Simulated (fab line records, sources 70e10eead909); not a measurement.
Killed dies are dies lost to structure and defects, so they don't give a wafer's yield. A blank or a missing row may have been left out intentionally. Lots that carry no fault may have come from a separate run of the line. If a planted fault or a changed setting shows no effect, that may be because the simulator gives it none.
Matching of chambers    flow nand harc    NHARC_A_ZERO_WELL_DESCUM_12 on rie diel-07: 4 sister chambers
The step chemistry O2, time 3 s. 14 wafers are shown with their chamber, then 7 later ones without.

## WAFERS PAIRED WITH THEIR CHAMBERS
wafer   chamber  showerhead plenum p Torr (Torr)  drypump motor current A (A)  oes product au (a.u.)
L290.3  2        1.96                             6.0                          1.000
L290.4  0        1.92                             4.8                          1.001
L290.6  3        1.85                             6.0                          1.004
L291.1  0        1.92                             4.8                          0.995
L291.3  2        1.96                             6.0                          1.006
L291.4  2        1.96                             6.0                          1.002
L302.2  2        1.95                             5.9                          1.005
L302.5  0        1.92                             4.8                          1.008
L302.6  1        2.04                             6.0                          0.991
L303.2  3        1.85                             6.1                          1.003
L303.5  0        1.92                             4.8                          1.007
L303.6  1        2.05                             6.0                          0.997
L305.1  1        2.05                             6.0                          0.993
L305.2  0        1.92                             4.8                          1.019

SIGNATURES (means of the wafers above)
reading                   chamber 0  chamber 1  chamber 2  chamber 3  scatter within a chamber
showerhead plenum p Torr  1.9200     2.0467     1.9575     1.8500     0.00376
drypump motor current A   4.800      6.000      5.975      6.050      0.0354
oes product au            1.00600    0.99367    1.00325    1.00350    0.00602
Rule: a wafer's distance from a chamber is the root of the sum, over the readings, of the square of ((its reading less the chamber's mean) divided by the reading's scatter). If the next closest chamber is less than 2 further off than the closest, the wafer can't be placed; otherwise it belongs to the closest. How the scatter is found: for the shown wafers, subtract from each reading the mean of its chamber, square and add these, divide the total by (wafers less chambers), then take the root.

## WAFERS MISSING THEIR CHAMBER
wafer   showerhead plenum p Torr (Torr)  drypump motor current A (A)  oes product au (a.u.)
L305.5  1.85                             6.1                          0.995
L306.1  1.95                             6.0                          1.000
L306.3  1.85                             6.1                          0.998
L306.5  1.85                             6.1                          0.994
L309.1  1.85                             6.1                          0.992
L309.3  1.92                             4.8                          1.007
L309.5  2.04                             6.0                          0.988

## EACH ONE'S CHAMBER
wafer   from the rows above  in truth
L305.5  3                    3
L306.1  2                    2
L306.3  3                    3
L306.5  3                    3
L309.1  3                    3
L309.3  0                    0
L309.5  1                    1
Correctly placed: 7 of 7. Not placeable from these rows: 0. Number placed wrongly: 0.
